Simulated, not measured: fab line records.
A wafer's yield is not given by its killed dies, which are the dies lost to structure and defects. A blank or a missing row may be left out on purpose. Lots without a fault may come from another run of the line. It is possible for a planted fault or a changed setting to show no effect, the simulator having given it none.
A struck lot beside a sound one | flow n5-finfet | 38 out of 1938 route steps
Sound: these wafers, L801.2, L801.3, L801.6. The struck wafers were L785.4, L785.6. Last of all comes the cause.
Each step with rows lists, per side, the tool, then ch with its chambers, then its first start. Under that, the readings that differ: sound wafers | struck wafers | difference of the means | sigmas: that difference in standard deviations of wafers without a fault.
alike: words and numbers the same on both sides, and readings whose means are apart by under 2 such deviations; not compared: readings that were withheld, readings missing a value for some wafer, numbers with overlapping values and no deviation given by the record, and bounds like >300 which may hide the same value.
A row with sigmas, a row that says differs or no value, or rows on one side alone: a step with any of these is where the two part. Numbers that have no deviation but don't overlap get no sigmas and don't part them. A reading missing from all wafers of one side parts the sides only when that side holds two or more wafers.

first, 11 steps without rows for these wafers: N5_FIN_SAQP_DESCUM_21 (chemistry O2, time 7.9 s); N5_FIN_SAQP_ETCH_51 (etches SiARC in CF4, target depth 45.5 nm, time 75.8 s); N5_FIN_SAQP_ETCH_52 (etches SOC in N2/H2, target depth 100 nm, overetch 20 nm, time 150 s); N5_FIN_SAQP_STRIP_53 (strips in N2/H2); N5_FIN_SAQP_HM_OPEN_73 (chemistry CHF3/O2, target SiO2, stops on a-Si, target depth 12 nm, time 16.8 s); N5_FIN_SAQP_STRIP_74 (strips in CHF3/O2); N5_FIN_SAQP_MANDREL_ETCH_22 (etches a-Si in HBr/Cl2, stops on SiNx, target depth 60 nm, bt time 10 s, time 30 s); N5_FIN_SAQP_STRIP_55 (strips in N2/H2); N5_FIN_SAQP_STRIP_23 (strips in SPM, time 750 s); N5_FIN_SAQP_SRD_66 (time 30 s); N5_FIN_SAQP_RECESS_75 (chemistry HF/NH3, target SiO2, target depth 14.4 nm, afs cycles 3, sublimation time 60 s).
N5_FIN_SAQP_SPACER1_ALD_24: deposits SiO2, target thk 20.3 nm, pulse time 1 s, purge time 2 s.
  sound on ald-sin-03 ch 0,1, day 7 17:26; struck on ald-sin-01 ch 0,1, day 3 17:10
  reading                                           | sound          | struck    | difference | sigmas
  ald-cycles                                        | 218 218 218    | 254 254   | +36        |
  model.SiO2_of_FIN_SAQP_SPACER1_ALD_24.thk-nm (nm) | 20.2 20.4 20.2 | 23.6 23.6 | +3.3       |
  alike: heater-power-w, precursor-pulse-height-rel
then, 1 step without rows for these wafers: N5_FIN_SAQP_SPACER1_ETCHBACK_25 (etches SiO2 in CHF3/O2, target depth 24.4 nm, time 12.2 s).
N5_FIN_SAQP_MANDREL1_REMOVE_56: chemistry HBr/Cl2/O2, target a-Si, stops on SiNx, bt time 10 s.
  sound on rie-si-03 ch 0,3, day 7 18:16; struck on rie-si-02 ch 0,1, day 3 17:59
  reading                     | sound          | struck    | difference | sigmas
  drypump-motor-current-A (A) | 5.3 4.7 5.3    | 6.4 6.8   | +1.5       | +3
  model.FIN_SAQP.cd-nm (nm)   | 20.2 20.2 20.2 | 23.6 23.6 | +3.4       |
  alike: O2_flow_sccm, he-backside-leak-sccm, oes-product-au, throttle-valve-pct
  not compared: rf-hours-counter-h
N5_FIN_SAQP_CD_MEAS_27: the cd target is 20 nm.
  sound on cd-sem-01 ch 0, day 7 18:22; struck on cd-sem-01 ch 0, day 3 18:06
  reading    | sound             | struck      | difference | sigmas
  cd-nm (nm) | 20.20 19.89 20.19 | 23.79 23.47 | +3.54      | +16
then, 21 steps without rows for these wafers: N5_FIN_SAQP_ETCH_57 (etches SiNx in CH3F/O2, target depth 32.5 nm, time 46.4 s); N5_FIN_SAQP_ETCH_65 (etches SiO2 in CF4, target depth 4 nm, time 4.4 s); N5_FIN_SAQP_MANDREL_ETCH_58 (etches a-Si in HBr/Cl2, stops on SiNx, target depth 45 nm, bt time 10 s, time 27 s); N5_FIN_SAQP_RECESS_63 (chemistry HF/NH3, target SiO2, target depth 18 nm, afs cycles 3, sublimation time 60 s); N5_FIN_SAQP_COAT_68 (time 60 s, resist thk 100 nm); N5_FIN_SAQP_ETCH_69 (etches SOC in N2/H2, stops on SiNx, target depth 150 nm); N5_FIN_SAQP_ETCH_67 (etches SiNx in CH3F/O2, target depth 30 nm); N5_FIN_SAQP_STRIP_70 (strips in N2/H2); N5_FIN_SAQP_RECESS_71 (chemistry HF/NH3, target SiO2, target depth 3 nm, afs cycles 1, sublimation time 60 s); N5_FIN_SAQP_SPACER2_ALD_28 (deposits SiO2, target thk 8.1 nm, pulse time 1 s, purge time 2 s); N5_FIN_SAQP_SPACER2_ETCHBACK_29 (etches SiO2 in CHF3/O2, target depth 12.2 nm, time 6.1 s); N5_FIN_SAQP_MANDREL2_REMOVE_60 (chemistry HBr/Cl2/O2, target a-Si, stops on SiNx, bt time 10 s); N5_FIN_SAQP_HM_OPEN_33 (chemistry CH3F/O2, target SiNx, target depth 49.4 nm, time 70.6 s); N5_FIN_SAQP_ETCH_34 (etches SiO2 in C4F6/O2, target depth 45 nm, time 15 s); N5_FIN_SAQP_STRIP_77 (strips in N2/H2, time 90 s); N5_FIN_SAQP_ETCH_64 (etches SiO2 in CF4, target depth 1.5 nm); N5_FIN_SAQP_FIN_ETCH_36 (etches the open film in HBr/Cl2/O2, target depth 120 nm, time 50.4 s); N5_FIN_SAQP_PRECLEAN_38 (cleans in O3/DIW, time 45 s); N5_FIN_SAQP_PRECLEAN_45 (cleans in dHF, time 10 s); N5_FIN_SAQP_SRD_39 (time 30 s); N5_FIN_CUT_COAT_18 (time 60 s, resist thk 230 nm).
N5_BEOL_M4_RC_MEAS_101:
  the record has rows for the sound wafers here (prober-01 ch 0, day 13 17:56) and none for the struck ones
-- here the record skips 10 days between the struck wafers' starts before and after, leaving off in module BEOL_M4 and picking up in module PASSIVATION (first step shown: number 1936 of the route) --
N5_PASSIVATION_PROBE_49:
  the record has rows for the struck wafers here (prober-01, day 14 04:13) and none for the sound ones

WHERE THEY PART
At N5_FIN_SAQP_MANDREL1_REMOVE_56 first; at N5_PASSIVATION_PROBE_49 last (within this record only).

WHY: what the simulator had put in
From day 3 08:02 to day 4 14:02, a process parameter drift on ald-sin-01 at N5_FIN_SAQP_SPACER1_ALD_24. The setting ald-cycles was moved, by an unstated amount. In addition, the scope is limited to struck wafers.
